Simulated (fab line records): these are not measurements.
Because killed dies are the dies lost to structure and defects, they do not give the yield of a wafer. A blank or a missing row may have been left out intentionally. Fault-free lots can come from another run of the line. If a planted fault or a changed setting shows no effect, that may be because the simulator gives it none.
A lot that was struck, set against a sound lot | flow n5 finfet | 16 steps out of a route of 1938
Sound: wafers L333.1, L333.2, L333.3. The struck wafers were L323.4, L323.5, L323.6. The cause is named last.
For every step that has rows: the tool of each side, followed by ch and its chambers, followed by its first start. Under that, the readings that differ: sound wafers | struck wafers | difference of the means | sigmas: that difference in standard deviations of wafers without a fault.
alike: readings with means less than 2 such deviations apart, plus words and numbers identical on both sides. not compared: withheld readings, readings lacking a value on some wafer, bounds such as >300 that could conceal the same value, and numbers that have no deviation in the record and whose values overlap.
Wherever a step has rows on one side only, a row that says differs or no value, or a row with sigmas, the two part there. Numbers that don't overlap but have no deviation are shown without sigmas and don't part them. A reading missing from all wafers of one side parts the sides only when that side holds two or more wafers.

first, 4 steps without rows for these wafers: N5_BEOL_M4_HM_STRIP_39 (strips TiN in peroxide tin strip, target depth 25 nm, time 158 s); N5_BEOL_M4_SRD_40 (time 30 s); N5_BEOL_M4_PRECLEAN_42 (cleans in residue remover, time 60 s); N5_BEOL_M4_SRD_43 (time 30 s).
N5_BEOL_M4_CD_MEAS_35: target cd 18 nm, target cd y 22.4 nm.
  sound on cd sem-03, day 11 23:02; struck on cd sem-02, day 10 03:34
  alike: cd nm
then, 1 step without rows for these wafers: N5_BEOL_M4_DEGAS_44 (time 60 s).
N5_BEOL_M4_PRE_CLEAN_45: time 30 s.
  sound on pvd sputter-01, day 11 23:31; struck on pvd sputter-01, day 10 03:58
  alike: heater power w
N5_BEOL_M4_ALD_84: deposits TaN, pulse time 2 s, purge time 3 s, co reactant purge time 2 s.
  sound on ald metal-03 ch 0,1,3, day 11 23:35; struck on ald metal-04 ch 0,2,3, day 10 04:02
  alike: heater power w, mfc carrier sccm
N5_BEOL_M4_SURFACE_TREAT_85:
  sound on pvd sputter-01, day 11 23:57; struck on pvd sputter-03, day 10 04:16
  alike: ar flow sccm
  not compared: throttle valve pct
then, 2 steps without rows for these wafers: N5_BEOL_M4_CVD_47 (deposits Co from CCTBA/H2, target thk 3 nm, time 223.8 s); N5_BEOL_M4_SPUTTER_48 (material Cu, target thk 4.5 nm, time 8.29 s).
N5_BEOL_M4_ANNEAL_49: time 240 s.
  sound on pvd sputter-02, day 12 00:39; struck on pvd sputter-03, day 10 04:53
  alike: heater power w
N5_BEOL_M4_SPUTTER_79: material Cu, target thk 4.5 nm, time 8.29 s.
  sound on pvd sputter-02, day 12 00:47; struck on pvd sputter-03, day 10 05:01
  no value came back on the struck wafers for chamber pressure pa (Pa), chuck gas flow sccm (sccm), throttle valve pct (%); on the sound wafers chamber pressure pa (Pa) reads 0.07014 0.07012 0.07017
N5_BEOL_M4_ANNEAL_80: time 240 s.
  sound on pvd sputter-02, day 12 00:52; struck on pvd sputter-03, day 10 05:06
  alike: heater power w
N5_BEOL_M4_RC_MEAS_101:
  sound on prober-01 ch 0, day 12 03:27; struck on prober-02 ch 0, day 10 08:14
  alike: DIBL_N, DIBL_P, IOFF_N, IOFF_P, ION_N, ION_P, SS_N, SS_P, VT_N, VT_P
-- a jump in the record: the struck wafers' starts before and after are 4 days apart (it breaks off in module BEOL_M4 and resumes in module PASSIVATION, where the first step shown is number 1936 of the route) --
N5_PASSIVATION_PROBE_49:
  rows exist in the record for the struck wafers here (prober-01, day 14 19:26), but not for the sound ones

WHERE THEY PART
Last at N5_PASSIVATION_PROBE_49 as far as this record goes, first at N5_BEOL_M4_SPUTTER_79.

WHY: whatever the simulator had introduced
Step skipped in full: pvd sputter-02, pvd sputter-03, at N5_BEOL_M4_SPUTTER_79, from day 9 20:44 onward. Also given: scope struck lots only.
